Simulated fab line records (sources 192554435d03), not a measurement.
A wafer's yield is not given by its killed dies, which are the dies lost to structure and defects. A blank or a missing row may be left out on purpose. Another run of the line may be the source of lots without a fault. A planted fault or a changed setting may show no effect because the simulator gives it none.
Chamber matching -- flow n5Finfet -- N5_BEOL_M8_ETCH_61 on rieDiel-04: 4 sister chambers
The step etches SiARC in CF4, target depth 45.5 nm, time 75.8 s. 4 wafers are shown with their chamber, then 8 later ones without.

EACH WAFER AND ITS CHAMBER
wafer,chamber,showerheadPlenumPTorr (Torr)
L088.1,1,2.25
L090.5,0,2.10
L090.6,3,2.21
L092.2,2,2.03

WAFERS WHOSE CHAMBER IS MISSING
wafer,showerheadPlenumPTorr (Torr)
L092.3,2.24
L092.5,2.10
L096.3,2.21
L096.5,2.21
L096.6,2.10
L097.1,2.24
L097.2,2.21
L097.6,2.21

THE CHAMBER EACH PASSED THROUGH
wafer,from the rows above,in truth
L092.3,1,1
L092.5,0,0
L096.3,3,3
L096.5,3,3
L096.6,0,0
L097.1,1,1
L097.2,3,3
L097.6,3,3
Correctly placed: 8 of 8. From these rows, 0 cannot be placed. Wrongly placed: 0.
How it was worked out, from the rows above alone: a wafer's distance from a chamber is the root of the sum, over the readings, of the square of ((its reading less the chamber's mean) divided by the reading's scatter). The wafer belongs to the nearest chamber; if the next one is less than 2 further off, it can't be placed. A chamber's mean is the mean of its shown wafers. The scatter: root of mean squared gap, hidden wafer to nearest shown wafer, with one shown wafer a chamber.
